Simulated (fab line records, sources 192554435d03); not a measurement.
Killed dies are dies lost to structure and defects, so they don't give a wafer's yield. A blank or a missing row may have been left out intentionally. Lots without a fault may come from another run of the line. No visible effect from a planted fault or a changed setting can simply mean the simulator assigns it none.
Comparing a struck lot with a sound one / flow n5Finfet / 13 out of 1938 route steps
Sound: wafers L482.2, L482.5, L482.6. Struck: wafers L495.2, L495.3, L495.4. Last of all comes the cause.
Order at every step that has rows: each side's tool, ch and its chambers, its first start. Under that, the readings that differ: sound wafers / struck wafers / difference of the means / sigmas: that difference in standard deviations of wafers without a fault.
alike: words and numbers the same on both sides, and readings whose means are apart by under 2 such deviations; not compared: readings that were withheld, readings missing a value for some wafer, numbers with overlapping values and no deviation given by the record, and bounds like >300 which may hide the same value.
The two part at a step that has a row with sigmas, a row that says differs or no value, or rows on one side only. Numbers that don't overlap but have no deviation are shown without sigmas and don't part them. A reading that every wafer of one side lacks parts them only if that side has two wafers or more.

first, 9 steps without rows for these wafers: N5_SDB_DESCUM_16 (chemistry O2, time 7.9 s); N5_SDB_ETCH_17 (etches SiARC in CF4, target depth 23.4 nm, time 39 s); N5_SDB_ETCH_18 (etches SOC in N2/H2, target depth 100 nm, overetch 20 nm, time 150 s); N5_SDB_STRIP_19 (strips in N2/H2); N5_SDB_STRIP_21 (strips in CF4); N5_SDB_HM_OPEN_20 (chemistry CH3F/O2, target SiNx, stops on poly-Si, target depth 24 nm); N5_SDB_STRIP_22 (strips in N2/H2); N5_SDB_PRECLEAN_23 (cleans in dHF, time 30 s); N5_SDB_DUMMY_REMOVE_24 (chemistry TMAH, target poly-Si, stops on SiO2, target depth 142 nm, time 57 s, rinse time 30 s).
N5_SDB_ETCH_25: etches SiO2 in C4F6/O2, target depth 10 nm, time 3.3 s.
  sound on rieDiel-01 ch 0,2,3, day 3 22:23; struck on rieDiel-01 ch 0,1,2, day 7 03:52
  no value came back on the struck wafers for any of 8 readings (C4F6_flow_sccm (sccm), O2_flow_sccm (sccm) and others); on the sound wafers C4F6_flow_sccm (sccm) reads 9.93 9.98 10.00
  not compared: rfHoursCounterH
then, 1 step without rows for these wafers: N5_SDB_CUT_ETCH_26 (etches Si in HBr/Cl2/O2, target depth 129.6 nm, bt time 20 s, time 51.8 s).
N5_BEOL_M4_RC_MEAS_101:
  the record has rows for the sound wafers here (prober-02 ch 0, day 8 07:24) and none for the struck ones
-- record jumps: 9 days separate the struck wafers' starts on either side; left off in module BEOL_M4, taken up again in module PASSIVATION, whose first shown step is the route's number 1936 --
N5_PASSIVATION_PROBE_49:
  sound on prober-02 at day 13 01:47; struck on prober-02 at day 16 06:37
reading=defectLimitedYield (%); sound=91.2 90.3 89.3; struck=0 0 0; difference=-90; sigmas=-60
reading=killedAtFrontEnd; sound=23 48 50; struck=1123 1107 1124; difference=+1078; sigmas=+90
reading=killedDies; sound=104 115 126; struck=1180 1180 1180; difference=+1065; sigmas=+59
reading=killedOnRim; sound=12 17 14; struck=152 152 152; difference=+138; sigmas=+29
reading=sort_bin_5_function (%); sound=5.7 5.3 6.0; struck=96.9 97.1 96.7; difference=+91.2; sigmas=+93
reading=sortNPass; sound=1076 1065 1054; struck=0 0 0; difference=-1065; sigmas=-59
reading=sortYieldPct (%); sound=91.2 90.3 89.3; struck=0 0 0; difference=-90; sigmas=-60
  alike: killed_at_M0_to_M3, killed_at_M4_up, killedAtContacts, killedAtOther, killedOpen, killedShort, sort_bin_6_memory

WHERE THEY PART
First at N5_SDB_ETCH_25; last, within this record, at N5_PASSIVATION_PROBE_49.

WHY: whatever the simulator had introduced
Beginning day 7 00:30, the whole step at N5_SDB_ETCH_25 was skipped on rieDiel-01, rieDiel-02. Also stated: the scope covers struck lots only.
